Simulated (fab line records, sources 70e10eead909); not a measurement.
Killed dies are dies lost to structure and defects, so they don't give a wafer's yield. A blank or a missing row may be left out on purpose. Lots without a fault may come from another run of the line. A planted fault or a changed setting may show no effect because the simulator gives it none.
Chamber matching | flow nand_harc | NHARC_A_STAIRCASE_ETCH_292 on rie_diel-05: 4 sister chambers
The step etches the open film in CF4/CHF3. 18 wafers are shown with their chamber, then 9 later ones without.

WAFERS WITH THEIR CHAMBER
wafer  | chamber | showerhead_plenum_p_Torr (Torr) | drypump_motor_current_A (A) | rf_vpp_V (V)
L080.2 | 3       | 1.47                            | 6.5                         | 367.3
L080.4 | 0       | 1.56                            | 4.7                         | 369.9
L080.6 | 0       | 1.56                            | 4.8                         | 371.0
L083.1 | 0       | 1.55                            | 4.7                         | 370.7
L083.3 | 1       | 1.55                            | 5.7                         | 369.6
L083.5 | 2       | 1.50                            | 6.2                         | 367.6
L085.1 | 0       | 1.55                            | 4.7                         | 368.6
L085.4 | 3       | 1.47                            | 6.5                         | 366.6
L085.5 | 1       | 1.55                            | 5.7                         | 369.7
L087.2 | 2       | 1.50                            | 6.1                         | 369.5
L087.4 | 1       | 1.55                            | 5.7                         | 370.2
L087.5 | 2       | 1.50                            | 6.1                         | 369.0
L086.1 | 3       | 1.47                            | 6.5                         | 368.1
L086.4 | 0       | 1.55                            | 4.8                         | 370.2
L086.6 | 3       | 1.47                            | 6.5                         | 366.9
L093.1 | 0       | 1.55                            | 4.7                         | 369.7
L093.2 | 2       | 1.50                            | 6.1                         | 368.8
L093.6 | 0       | 1.55                            | 4.8                         | 369.5

SIGNATURES (means of the wafers above)
reading                  | chamber 0 | chamber 1 | chamber 2 | chamber 3 | scatter within a chamber
showerhead_plenum_p_Torr | 1.5529    | 1.5500    | 1.5000    | 1.4700    | 0.00319
drypump_motor_current_A  | 4.743     | 5.700     | 6.125     | 6.500     | 0.042
rf_vpp_V                 | 369.943   | 369.833   | 368.725   | 367.225   | 0.719
Rule: a wafer's distance from a chamber is the root of the sum, over the readings, of the square of ((its reading less the chamber's mean) divided by the reading's scatter). The wafer belongs to the nearest chamber; if the next one is less than 2 further off, it can't be placed. The scatter: the root of (the sum of the squares of (reading less its chamber's mean) over the shown wafers, divided by (wafers less chambers)).

WAFERS WITHOUT THEIR CHAMBER
wafer  | showerhead_plenum_p_Torr (Torr) | drypump_motor_current_A (A) | rf_vpp_V (V)
L092.1 | 1.55                            | 4.8                         | 370.7
L092.3 | 1.50                            | 6.1                         | 367.7
L092.4 | 1.55                            | 5.7                         | 369.8
L096.2 | 1.70                            | 6.5                         | 375.2
L096.4 | 1.49                            | 6.1                         | 368.7
L096.5 | 1.49                            | 6.1                         | 368.0
L097.2 | 1.55                            | 4.8                         | 370.4
L097.4 | 1.49                            | 6.1                         | 368.4
L097.6 | 1.54                            | 5.7                         | 369.9

WHICH CHAMBER EACH WENT THROUGH
wafer  | from the rows above | in truth
L092.1 | 0                   | 0
L092.3 | 2                   | 2
L092.4 | 1                   | 1
L096.2 | 1                   | 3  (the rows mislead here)
L096.4 | 2                   | 2
L096.5 | 2                   | 2
L097.2 | 0                   | 0
L097.4 | 2                   | 2
L097.6 | 1                   | 1
Placed correctly: 8 of 9. Can't be placed from these rows: 0. Placed wrongly: 1.
